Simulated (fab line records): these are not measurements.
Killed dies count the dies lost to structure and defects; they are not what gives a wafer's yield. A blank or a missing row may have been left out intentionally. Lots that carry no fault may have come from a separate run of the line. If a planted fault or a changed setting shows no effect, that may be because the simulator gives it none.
Lot-split experiment	flow n5-finfet	7 lots, 39 wafers read, on a route of 1938 steps

## SPLIT DETAILS
At N5_BEOL_M3_TRENCH_ETCH_37 (etches SiOC in C4F6/O2, target depth 55.555 nm, time 29.2 s), the setting target-depth-a was moved away from the recipe's 555.55 angstrom on 15 of the 39 wafers read, by -38.3% to +51.8%. The other wafers ran this setting at the recipe's value.

## FROM THE SPLIT TO THE READING: what the file shows between them, 2 steps
- N5_BEOL_M3_ETCH_41: etches SiCN in CH3F/O2, target depth 29.9 nm, time 52.5 s
- N5_BEOL_M3_STRIP_97: strips in N2/H2, time 10 s

## THE READING
trench-depth-nm, in nm, at N5_BEOL_M3_OCD_MEAS_38. A value of 55.4 nm with a standard deviation of 1.4 nm is what fault-free wafers of this fab line usually give.

wafer	tool, chamber at the split	target-depth-a as run, angstrom	against the recipe	trench-depth-nm, nm	against lot-mates on the recipe
L074.1	rie-diel-02, 0	555.55	recipe	55.0	-
L074.2	rie-diel-02, 3	555.55	recipe	54.5	-
L074.3	rie-diel-02, 1	555.55	recipe	54.7	-
L074.4	rie-diel-02, 2	555.55	recipe	54.0	-
L074.5	rie-diel-02, 2	555.55	recipe	53.8	-
L074.6	rie-diel-02, 3	555.55	recipe	54.4	-
L076.1	rie-diel-01, 0	639.2	+15.1%	65.3	+10.6
L076.2	rie-diel-01, 1	555.55	recipe	54.5	-
L076.3	rie-diel-01, 2	555.55	recipe	55.9	-
L076.4	rie-diel-01, 3	639.2	+15.1%	62.2	+7.5
L076.5	rie-diel-01, 3	555.55	recipe	53.6	-
L076.6	rie-diel-01, 2	639.2	+15.1%	64.5	+9.8
L085.1	rie-diel-01, 0	555.55	recipe	56.7	-
L085.2	rie-diel-01, 2	555.55	recipe	55.3	-
L085.3	rie-diel-01, 1	555.55	recipe	53.5	-
L088.1	rie-diel-06, 1	342.9	-38.3%	34.3	-22.0
L088.2	rie-diel-06, 3	342.9	-38.3%	34.2	-22.1
L088.3	rie-diel-06, 0	555.55	recipe	56.6	-
L088.4	rie-diel-06, 2	555.55	recipe	56.5	-
L088.5	rie-diel-06, 0	342.9	-38.3%	35.0	-21.3
L088.6	rie-diel-06, 3	555.55	recipe	55.9	-
L095.1	rie-diel-06, 1	843.2	+51.8%	85.3	+28.9
L095.2	rie-diel-06, 0	843.2	+51.8%	86.3	+29.9
L095.3	rie-diel-06, 3	555.55	recipe	55.5	-
L095.4	rie-diel-06, 2	555.55	recipe	56.6	-
L095.5	rie-diel-06, 2	555.55	recipe	57.2	-
L095.6	rie-diel-06, 3	843.2	+51.8%	84.1	+27.7
L096.1	rie-diel-02, 3	555.55	recipe	55.3	-
L096.2	rie-diel-02, 0	425.1	-23.5%	41.6	-13.5
L096.3	rie-diel-02, 2	425.1	-23.5%	42.2	-12.9
L096.4	rie-diel-02, 1	555.55	recipe	55.3	-
L096.5	rie-diel-02, 0	555.55	recipe	54.7	-
L096.6	rie-diel-02, 3	425.1	-23.5%	42.7	-12.4
L097.1	rie-diel-01, 1	715.5	+28.8%	68.2	+12.0
L097.2	rie-diel-01, 3	555.55	recipe	55.6	-
L097.3	rie-diel-01, 2	555.55	recipe	55.6	-
L097.4	rie-diel-01, 0	555.55	recipe	57.5	-
L097.5	rie-diel-01, 2	715.5	+28.8%	70.2	+14.0
L097.6	rie-diel-01, 3	715.5	+28.8%	70.1	+13.9

FIT RESULTS
A straight line over all 39 wafers: trench-depth-nm changes by +0.555 nm for each +1% of target-depth-a; r = +0.99; the points scatter about the line by 1.2 nm.
The same after taking each lot's own level away (the mean of its wafers on the recipe; 39 wafers): +0.549 nm for each +1%; r = +1.00; scatter 1.1 nm.
According to that fit, moving target-depth-a by its largest amount changes the reading by 28 nm.
The lots' own levels span 54.40 to 56.43 nm, that is 1.5 times the standard deviation above.
Consequently the slope shifts little with the lot-to-lot level, the two slopes agreeing.
Check: for one of the wafers moved furthest among these (+51.8%), held out of the fit, the line's prediction against its lot-mates is +28.2 nm. It came out at +28.9 nm against them.

## OTHER SPLITS ON THESE WAFERS
Other splits were also applied to these wafers ahead of the reading. Each is held against what the fit with the lots' levels taken away leaves over:
other split on the same wafers	wafers away from the commonest value	r with trench-depth-nm (lot level and that fit taken away)
N5_HKMG_FIN_NWFM_ALD_20 ald-cycles	15	-0.14
N5_MOL_CONTACT_COAG_ETCHBACK_135 time-s	9	+0.20
N5_BEOL_M1_ILD_DEP_00 time-s	12	+0.21

## THE WHOLE CHAIN: every reading that the file lists as answering this split, in the file's order
step	what it does	reading	change (the file's fit)	r (the file's)
N5_BEOL_M3_TRENCH_ETCH_37	etches SiOC in C4F6/O2, target depth 55.555 nm, time 29.2 s	etch.depth-nm (the simulator's own value, which no gauge read)	+0.546 nm for each +1% of the setting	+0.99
N5_BEOL_M3_TRENCH_ETCH_37	etches SiOC in C4F6/O2, target depth 55.555 nm, time 29.2 s	BEOL_M3.feature-depth-nm (the simulator's own value, which no gauge read)	+0.546 nm for each +1% of the setting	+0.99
N5_BEOL_M3_OCD_MEAS_38		trench-depth-nm	+0.548 nm for each +1% of the setting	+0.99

## THE FILE'S OWN FIT
trench-depth-nm changes by +0.548 nm for each +1% of target-depth-a, r = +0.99.
